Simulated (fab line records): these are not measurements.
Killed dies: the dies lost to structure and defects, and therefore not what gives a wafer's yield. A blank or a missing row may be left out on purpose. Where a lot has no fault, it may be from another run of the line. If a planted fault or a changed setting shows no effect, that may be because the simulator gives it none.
Chamber matching	flow nandHarc	rieDiel-09 running NHARC_A_STAIRCASE_ETCH_253: 4 sister chambers
The step etches the open film in C4F8/O2, target depth 50 nm, time 20.2 s. 8 wafers are shown with their chamber, then 11 later ones without.

== EACH WAFER AND ITS CHAMBER ==
wafer	chamber	rfFwdPowerW (W)	rfVppV (V)
L077.2	0	593	904
L077.6	0	593	903
L084.1	3	589	893
L084.5	1	587	893
L089.2	3	594	893
L089.3	1	586	896
L089.4	2	587	908
L087.1	2	590	904

== WAFERS WHOSE CHAMBER IS MISSING ==
wafer	rfFwdPowerW (W)	rfVppV (V)
L087.2	591	894
L087.6	594	903
L090.2	584	895
L090.5	585	894
L090.6	593	907
L094.2	590	905
L094.4	592	892
L094.5	592	903
L095.1	594	904
L095.2	590	904
L095.5	590	906

== WHICH CHAMBER EACH WENT THROUGH ==
wafer	from the rows above	in truth
L087.2	can't be placed: 3 or 1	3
L087.6	0	0
L090.2	1	1
L090.5	1	1
L090.6	can't be placed: 0 or 2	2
L094.2	can't be placed: 2 or 0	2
L094.4	3	3
L094.5	can't be placed: 0 or 2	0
L095.1	0	0
L095.2	can't be placed: 2 or 0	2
L095.5	can't be placed: 2 or 0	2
Correctly placed: 5 of 11. Not placeable from these rows: 6 (in 6, the candidates include the true chamber). Number placed wrongly: 0.
How it was worked out, from the rows above alone: a wafer's distance from a chamber is the root of the sum, over the readings, of the square of ((its reading less the chamber's mean) divided by the reading's scatter). If the next closest chamber is less than 2 further off than the closest, the wafer can't be placed; otherwise it belongs to the closest. A chamber's mean is the mean of its shown wafers. The scatter: take each reading less its chamber's mean, square it, sum over the shown wafers, divide by the number of wafers less the number of chambers, and take the root.
